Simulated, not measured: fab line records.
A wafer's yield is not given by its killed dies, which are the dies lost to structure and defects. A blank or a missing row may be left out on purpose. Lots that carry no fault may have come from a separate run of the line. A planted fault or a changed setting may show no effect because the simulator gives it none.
fab line records -- flow nand-harc
record: lots: 14, wafers: 42, last-day: 34
route steps=1302 shown P_STI@87 P_GATE@120
lots with no fault: from the same line, run without faults
start-h: hours from the record's opening day to when the first of the lot's shown wafers began -- wait-h: hours from the lot's prior step to this one -- " unchanged from the row above -- L1.1+2: a row that stands for several wafers -- - no value present, or no start provided -- * or withheld: withheld -- < > ~ a bound
route shown NAME@n: NAME is a module with steps in the file, n the number in the route of the first one -- usual: average and standard deviation across the fault-free wafers -- same: alike in all rows -- chamber/n: place in a boat -- sites: readings site by site -- _std_site: their standard deviation -- _edge_site: outer sites' mean less inner sites' -- radius-mm: how far each site lies from the wafer's centre -- mask NAME#n: copy n -- behind: the last tool/chamber to shape the wafer -- hold: the reason the lot was held/the length of the hold in hours/how it ended -- device: whichever transistor did not switch (one of n, p or np) -- end of line: at the end of the route, the tests of the same wafers -- a step given without rows: its recipe and nothing more -- killed: count of dies lost to structure and defects at first sort (not the wafer's yield) -- map: a wafer's dies, x killed, . not, _ none there
set.NAME: the setting the step ran with; set.NAME@STEP: the setting that earlier step ran with -- model.NAME: the simulator's own value behind a step, which no gauge read
route steps across a sampled set of lots; one table per step, one row per wafer
services: a tool's chamber out of use, with start hour (start-h, from the record's first day; less than 0 if before it), hours out, and reason
== steps ==
step: NHARC_P_STI_DESCUM_14
recipe: time-s: 3, o2-flow-sccm: 200, ar-flow-sccm: 0, bias-power-w: 0, chemistry: O2
usual: drypump-motor-current-A: 5.7/0.4, o2-flow-sccm: 200.0/0.59, oes-product-au: 0.999/0.0095, rf-vpp-V: 57.8/0.86, showerhead-plenum-p-Torr: 1.91/0.087, throttle-valve-pct: 11.310/0.011
lot.wafer,tool,chamber,start-h,wait-h,drypump-motor-current-A,o2-flow-sccm,oes-product-au,rf-hours-counter-h,rf-vpp-V,showerhead-plenum-p-Torr,throttle-valve-pct
L497.1,rie-diel-09,1,45.37,-,5.3,199.4,0.998,4.6,57.3,1.95,11.315
L497.3,rie-diel-09,3,45.37,-,5.1,200.8,0.997,4.0,58.3,1.86,11.313
L497.5,rie-diel-09,1,45.37,-,5.3,199.4,1.005,-,58.3,1.95,11.315
L499.1,rie-diel-10,2,63.77,-,5.8,199.6,0.996,13.9,59.3,1.96,11.295
L499.4,rie-diel-10,3,63.77,-,5.7,199.0,0.999,-,57.5,1.78,11.324
L499.6,rie-diel-10,0,63.77,-,5.6,200.2,1.006,-,57.7,1.88,11.304
L501.3,rie-diel-13,0,84.28,-,6.5,199.9,1.002,4.2,58.0,2.02,11.301
L501.4,rie-diel-13,2,84.28,-,6.1,201.1,0.987,-,56.6,1.79,11.319
L501.6,rie-diel-13,0,84.28,-,6.5,200.0,1.010,-,59.3,2.02,11.300
L503.2,rie-diel-09,0,106.64,-,5.3,200.0,1.004,7.7,58.2,1.79,11.319
L503.6,rie-diel-09,1,106.64,-,5.3,199.9,1.000,-,58.4,1.95,11.330
L503.4,rie-diel-09,2,106.64,-,5.9,200.6,0.981,-,58.0,1.93,11.320
L504.3,rie-diel-13,0,113.89,-,6.5,200.9,1.008,-,58.2,2.02,11.303
L504.4,rie-diel-13,3,113.89,-,5.5,200.8,1.000,-,58.5,1.98,11.312
L504.5,rie-diel-13,3,113.89,-,5.5,199.8,1.000,-,57.9,1.98,11.319
L505.3,rie-diel-10,1,125.12,-,5.3,200.4,1.009,4.3,57.4,2.04,11.302
L505.5,rie-diel-10,2,125.12,-,5.8,200.3,1.000,-,57.3,1.96,11.297
L505.6,rie-diel-10,3,125.12,-,5.7,200.6,1.007,-,56.4,1.78,11.306
L510.3,rie-diel-09,0,175.17,-,5.3,200.3,1.017,2.8,57.2,1.79,11.284
L510.2,rie-diel-09,1,175.17,-,5.4,198.4,1.013,2.8,58.0,1.95,11.309
L510.6,rie-diel-09,0,175.17,-,5.3,199.9,1.010,-,57.8,1.79,11.301
L511.3,rie-diel-09,0,185.69,-,5.3,199.8,1.014,3.5,56.6,1.79,11.329
L511.4,rie-diel-09,1,185.69,-,5.3,199.6,1.010,3.3,58.4,1.95,11.312
L511.6,rie-diel-09,0,185.69,-,5.3,200.2,1.013,-,58.8,1.79,11.303
L512.3,rie-diel-09,2,195.01,-,5.9,199.7,0.987,3.7,57.9,1.93,11.317
L512.4,rie-diel-09,2,195.01,-,5.9,200.2,0.991,-,57.1,1.93,11.312
L512.5,rie-diel-09,3,195.01,-,5.0,199.4,0.988,-,58.7,1.86,11.297
L513.2,rie-diel-13,3,207.13,-,5.6,201.1,1.009,1.5,58.9,1.98,11.312
L513.3,rie-diel-13,2,207.13,-,6.1,199.6,0.984,1.8,57.8,1.79,11.327
L513.6,rie-diel-13,0,207.13,-,6.5,200.0,1.010,-,58.1,2.02,11.311
L516.2,rie-diel-13,2,237.20,-,6.1,200.5,0.996,2.9,57.2,1.79,11.309
L516.3,rie-diel-13,3,237.20,-,5.5,200.7,1.019,2.5,58.7,1.98,11.293
L516.4,rie-diel-13,1,237.20,-,5.9,198.3,1.005,2.6,58.6,1.98,11.305
L517.4,rie-diel-09,0,243.00,-,5.3,199.9,0.991,6.3,56.9,1.79,11.314
L517.5,rie-diel-09,1,243.00,-,5.4,200.1,1.005,-,57.8,1.95,11.309
L517.6,rie-diel-09,2,243.00,-,5.9,200.3,0.996,-,56.4,1.93,11.306
L518.4,rie-diel-13,1,257.18,-,5.8,201.1,0.989,3.8,57.0,1.98,11.295
L518.2,rie-diel-13,2,257.18,-,6.1,200.5,0.987,4.1,57.7,1.79,11.301
L518.5,rie-diel-13,0,257.18,-,6.5,200.4,1.018,-,56.9,2.01,11.306
L520.1,rie-diel-10,2,274.51,-,5.7,199.7,0.992,1.8,60.0,1.95,11.313
L520.3,rie-diel-10,3,274.51,-,5.6,200.3,1.004,1.5,57.7,1.78,11.322
L520.5,rie-diel-10,0,274.51,-,5.6,199.3,0.985,-,58.6,1.88,11.292
step: NHARC_P_GATE_PEB_09
recipe: peb-temp-c: 118, peb-time-s: 85
usual: chill-plate-temp-C: 23.00/0.11, exhaust-pa: 44.8/1, heater-power-total-W: 163.97/0.28
lot.wafer,tool,chamber,start-h,wait-h,chill-plate-temp-C,exhaust-pa,heater-power-total-W
L497.1,litho-track-07,0,84.43,0.1,23.13,44.0,164.52
L497.3,litho-track-07,0,84.43,0.1,23.18,45.1,163.79
L497.5,litho-track-07,0,84.43,0.1,23.17,43.0,164.06
L499.1,litho-track-07,0,99.28,0.1,22.95,44.9,163.63
L499.4,litho-track-07,0,99.28,0.1,22.96,45.1,163.66
L499.6,litho-track-07,0,99.28,0.1,22.94,45.5,163.70
L501.3,litho-track-07,0,120.21,0.1,22.84,43.4,164.31
L501.4,litho-track-07,0,120.21,0.1,22.80,44.7,163.69
L501.6,litho-track-07,0,120.21,0.1,22.67,44.5,163.57
L503.2,litho-track-03,0,141.22,0.1,23.03,46.2,163.64
L503.4,litho-track-03,0,141.22,0.1,23.10,44.7,164.40
L503.6,litho-track-03,0,141.22,0.1,22.90,44.5,163.66
L504.3,litho-track-07,-,149.68,0.1,-,-,-
L504.4,litho-track-07,-,149.68,0.1,-,-,-
L504.5,litho-track-07,-,149.68,0.1,-,-,-
L505.3,litho-track-03,-,165.02,0.1,-,-,-
L505.5,litho-track-03,-,165.02,0.1,-,-,-
L505.6,litho-track-03,-,165.02,0.1,-,-,-
L510.2,litho-track-03,0,212.07,0.1,22.83,44.6,163.65
L510.3,litho-track-03,0,212.07,0.1,22.95,47.1,163.99
L510.6,litho-track-03,0,212.07,0.1,22.83,44.7,163.65
L512.3,litho-track-03,0,227.84,0.1,23.02,44.9,163.92
L512.4,litho-track-03,0,227.84,0.1,23.03,44.3,163.63
L512.5,litho-track-03,0,227.84,0.1,22.92,45.2,163.73
L511.3,litho-track-03,0,228.00,0.1,23.01,44.8,163.77
L511.4,litho-track-03,0,228.00,0.1,23.07,44.7,164.20
L511.6,litho-track-03,0,228.00,0.1,22.93,46.2,163.68
L513.2,litho-track-05,0,247.16,0.1,23.04,45.3,163.96
L513.3,litho-track-05,0,247.16,0.1,23.08,46.5,164.42
L513.6,litho-track-05,0,247.16,0.1,23.14,45.7,164.14
L516.2,litho-track-05,0,273.48,0.1,22.88,44.4,164.01
L516.3,litho-track-05,0,273.48,0.1,22.95,43.3,163.79
L516.4,litho-track-05,0,273.48,0.1,22.84,44.5,163.66
L517.4,litho-track-07,0,282.21,0.0,23.14,45.3,164.43
L517.5,litho-track-07,0,282.21,0.0,23.02,47.1,164.06
L517.6,litho-track-07,0,282.21,0.0,22.80,46.4,163.75
L518.2,litho-track-07,0,294.38,0.1,23.01,44.7,163.65
L518.4,litho-track-07,0,294.38,0.1,22.90,44.2,164.21
L518.5,litho-track-07,0,294.38,0.1,23.02,44.4,163.67
L520.1,litho-track-07,0,310.52,0.1,23.05,42.5,163.64
L520.3,litho-track-07,0,310.52,0.1,22.91,43.8,164.28
L520.5,litho-track-07,0,310.52,0.1,22.94,43.9,164.01
step: NHARC_P_GATE_DESCUM_13
recipe: time-s: 3, o2-flow-sccm: 200, ar-flow-sccm: 0, bias-power-w: 0, chemistry: O2
usual: drypump-motor-current-A: 5.8/0.37, o2-flow-sccm: 199.9/0.54, oes-product-au: 1.003/0.011, rf-vpp-V: 58.0/0.89, showerhead-plenum-p-Torr: 1.96/0.075, throttle-valve-pct: 11.312/0.0088
lot.wafer,tool,chamber,start-h,wait-h,drypump-motor-current-A,o2-flow-sccm,oes-product-au,rf-hours-counter-h,rf-vpp-V,showerhead-plenum-p-Torr,throttle-valve-pct
L497.1,rie-diel-03,0,84.70,-,5.9,200.6,1.003,9.7,57.9,1.86,11.319
L497.3,rie-diel-03,1,84.70,-,5.7,199.3,1.003,8.9,58.3,1.94,11.308
L497.5,rie-diel-03,3,84.70,-,5.9,199.8,0.998,-,57.4,2.01,11.305
L499.1,rie-diel-11,2,99.55,-,6.4,200.3,1.020,0.3,57.7,2.04,11.313
L499.4,rie-diel-11,3,99.55,-,5.5,200.1,0.993,0.2,58.2,2.07,11.315
L499.6,rie-diel-11,2,99.55,-,6.4,199.2,1.015,-,58.7,2.04,11.312
L501.3,rie-diel-11,3,120.46,-,5.4,200.0,0.999,2.4,59.1,2.07,11.317
L501.4,rie-diel-11,2,120.46,-,6.4,199.5,1.012,2.0,59.5,2.04,11.319
L501.6,rie-diel-11,3,120.46,-,5.5,200.3,0.999,-,58.3,2.07,11.308
L503.2,rie-diel-11,3,141.49,-,5.5,200.0,1.002,2.9,59.9,2.07,11.298
L503.4,rie-diel-11,0,141.49,-,5.3,200.3,1.010,2.4,57.8,1.91,11.307
L503.6,rie-diel-11,1,141.49,-,6.2,199.4,1.011,-,58.5,1.88,11.325
L504.4,rie-diel-07,2,149.95,-,6.4,199.7,1.001,0.3,56.7,1.98,11.309
L504.3,rie-diel-07,0,149.95,-,5.8,200.0,0.987,0.4,56.8,1.86,11.321
L504.5,rie-diel-07,1,149.95,-,6.4,200.5,1.005,-,58.3,1.86,11.302
L505.3,rie-diel-11,1,165.27,-,6.1,198.8,1.021,2.4,56.3,1.88,11.326
L505.6,rie-diel-11,1,165.27,-,6.2,199.4,1.027,-,57.2,1.88,11.324
L505.5,rie-diel-11,2,165.27,-,6.4,199.7,1.010,-,56.7,2.04,11.310
L510.2,rie-diel-11,3,212.32,-,5.5,199.4,0.999,7.1,58.2,2.07,11.316
L510.3,rie-diel-11,0,212.32,-,5.3,199.5,1.004,5.5,57.5,1.91,11.322
L510.6,rie-diel-11,3,212.32,-,5.5,198.8,1.002,-,61.2,2.07,11.322
L512.3,rie-diel-03,1,228.09,-,5.8,199.1,0.990,5.5,58.7,1.94,11.321
L512.4,rie-diel-03,3,228.09,-,5.9,198.1,0.990,4.7,58.3,2.01,11.320
L512.5,rie-diel-03,2,228.09,-,5.7,199.5,0.998,-,58.1,1.97,11.312
L511.4,rie-diel-11,3,228.25,-,5.4,198.9,0.998,7.5,57.7,2.07,11.315
L511.3,rie-diel-11,2,228.25,-,6.4,200.8,1.017,6.9,58.9,2.04,11.320
L511.6,rie-diel-11,3,228.25,-,5.5,199.3,0.993,-,56.7,2.07,11.307
L513.2,rie-diel-07,3,247.42,-,5.8,200.7,0.992,6.1,57.4,1.87,11.329
L513.3,rie-diel-07,0,247.42,-,5.8,199.5,0.985,8.9,57.3,1.86,11.316
L513.6,rie-diel-07,3,247.42,-,5.8,200.3,0.995,-,58.4,1.87,11.319
L516.3,rie-diel-11,2,273.73,-,6.4,200.1,1.026,1.6,58.7,2.04,11.322
L516.4,rie-diel-11,0,273.73,-,5.3,200.2,0.997,0.8,57.8,1.91,11.316
L516.2,rie-diel-11,1,273.73,-,6.1,200.8,1.008,1.1,58.8,1.87,11.321
L517.4,rie-diel-11,3,282.50,-,5.5,199.1,0.995,1.5,58.4,2.06,11.323
L517.6,rie-diel-11,0,282.50,-,5.3,200.4,1.002,-,56.9,1.91,11.297
L517.5,rie-diel-11,1,282.50,-,6.1,199.7,1.012,-,59.0,1.87,11.313
L518.4,rie-diel-11,2,294.63,-,6.4,200.5,1.020,2.7,58.0,2.04,11.311
L518.2,rie-diel-11,0,294.63,-,5.3,199.6,1.000,1.6,58.7,1.91,11.303
L518.5,rie-diel-11,3,294.63,-,5.5,200.1,1.006,-,59.0,2.06,11.308
L520.3,rie-diel-11,0,310.79,-,5.3,199.7,1.003,2.2,57.4,1.91,11.309
L520.1,rie-diel-11,1,310.79,-,6.1,199.6,1.001,2.5,56.1,1.87,11.312
L520.5,rie-diel-11,1,310.79,-,6.2,199.5,1.000,-,58.3,1.87,11.309
step: NHARC_P_GATE_OVL_MEAS_27
usual: overlay-x-nm: -0.1/1.3, overlay-y-nm: 0.0/0.92
lot.wafer,tool,chamber,start-h,wait-h,overlay-x-nm,overlay-y-nm
L497.1,overlay-02,-,100.27,-,1.4,-0.5
L497.3,overlay-02,-,100.27,-,1.2,-0.2
L497.5,overlay-02,-,100.27,-,1.3,-0.5
L499.1,overlay-01,-,113.43,-,-2.7,0.7
L499.4,overlay-01,-,113.43,-,-2.8,0.7
L499.6,overlay-01,-,113.43,-,-2.4,0.5
L501.3,overlay-02,-,136.78,-,-0.6,1.1
L501.4,overlay-02,-,136.78,-,-0.1,1.2
L501.6,overlay-02,-,136.78,-,0.0,1.2
L503.2,overlay-01,-,157.20,-,1.0,0.1
L503.4,overlay-01,-,157.20,-,0.9,-0.2
L503.6,overlay-01,-,157.20,-,0.9,0.0
L504.3,overlay-01,-,166.16,-,-0.5,-0.3
L504.4,overlay-01,-,166.16,-,-0.3,0.3
L504.5,overlay-01,-,166.16,-,-0.4,-0.4
L505.3,overlay-02,-,181.16,-,1.6,0.6
L505.5,overlay-02,-,181.16,-,1.6,0.7
L505.6,overlay-02,-,181.16,-,1.3,0.3
L510.2,overlay-02,-,226.49,-,-0.7,1.0
L510.3,overlay-02,-,226.49,-,-0.6,0.7
L510.6,overlay-02,-,226.49,-,-0.5,0.7
L511.3,overlay-01,-,243.51,-,-0.3,0.2
L511.4,overlay-01,-,243.51,-,-0.3,-0.6
L511.6,overlay-01,-,243.51,-,-0.4,-0.4
L512.3,overlay-01,-,244.14,-,-0.4,1.7
L512.4,overlay-01,-,244.14,-,-1.0,1.1
L512.5,overlay-01,-,244.14,-,-0.8,1.7
L513.2,overlay-01,-,262.87,-,0.1,0.8
L513.3,overlay-01,-,262.87,-,-0.3,1.0
L513.6,overlay-01,-,262.87,-,-0.3,0.3
L516.2,overlay-02,-,288.61,-,2.8,-0.5
L516.3,overlay-02,-,288.61,-,2.9,0.0
L516.4,overlay-02,-,288.61,-,2.6,0.1
L517.4,overlay-02,-,298.99,-,-1.5,0.8
L517.5,overlay-02,-,298.99,-,-1.1,0.2
L517.6,overlay-02,-,298.99,-,-1.2,0.7
L518.2,overlay-01,-,317.29,-,0.4,-1.4
L518.4,overlay-01,-,317.29,-,0.8,-1.6
L518.5,overlay-01,-,317.29,-,0.4,-1.1
L520.1,overlay-01,-,327.88,-,-2.5,-1.1
L520.3,overlay-01,-,327.88,-,-2.4,-1.4
L520.5,overlay-01,-,327.88,-,-2.8,-1.5
== services ==
tool,chamber,start-h,hours,kind
rie-diel-13,1,71.39,13.7,repair
litho-track-07,-,76.01,7.0,pm
rie-diel-11,-,78.53,9.0,pm
litho-track-03,-,100.00,7.0,pm
rie-diel-09,3,105.67,6.6,repair
rie-diel-09,1,109.98,3.7,repair
rie-diel-13,2,113.02,9.4,repair
rie-diel-11,3,115.96,2.5,repair
rie-diel-11,1,121.85,6.4,repair
rie-diel-11,2,122.63,10.9,repair
rie-diel-09,3,123.34,12.3,repair
rie-diel-09,3,136.03,16.1,repair
rie-diel-09,-,138.65,0.7,repair
rie-diel-09,-,143.10,9.0,pm
rie-diel-09,-,160.98,0.4,repair
rie-diel-13,-,165.00,9.0,pm
rie-diel-09,0,188.24,18.5,repair
rie-diel-11,0,204.59,4.2,repair
rie-diel-13,3,213.86,12.8,repair
litho-track-07,-,251.02,7.0,pm
rie-diel-11,-,255.53,9.0,pm
rie-diel-09,1,262.15,1.3,repair
rie-diel-11,-,295.56,1.2,repair
rie-diel-11,2,309.67,11.1,repair
== key ==
first-sign: step: NHARC_P_GATE_PEB_09, reading: tool-record, direction: missing
effect none on later readings
met-at NHARC_P_GATE_PEB_09
struck-lots L504,L505
later-rows-left-out L504.3,L504.4,L504.5,L505.3,L505.5,L505.6
sort-left-out L504.3,L504.4,L504.5,L505.3,L505.5,L505.6
tester-left-out L504,L505
not-acting-at NHARC_P_STI_DESCUM_14,NHARC_P_GATE_DESCUM_13,NHARC_P_GATE_OVL_MEAS_27
onset-between 141.22 149.68
fault: kind: skipped-step-whole, tool: litho-track-03,litho-track-07, chamber: -, onset-h: 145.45, steps: NHARC_P_GATE_PEB_09, scope: struck-lots-only
tester-left-out: of these lots the tester's yield and bins aren't shown, on N5 and GAA mostly nor the transistor test; their killed dies are dies lost to structure and defects alone, not to doping, threshold or leakage, so they don't give the yield
sort-left-out: the simulated sort isn't trusted on such a fault, so these wafers' sort isn't shown, and their yield isn't known
later-rows-left-out: the simulator's readings of these wafers behind a module that went badly wrong aren't trusted and aren't shown, but for the sort
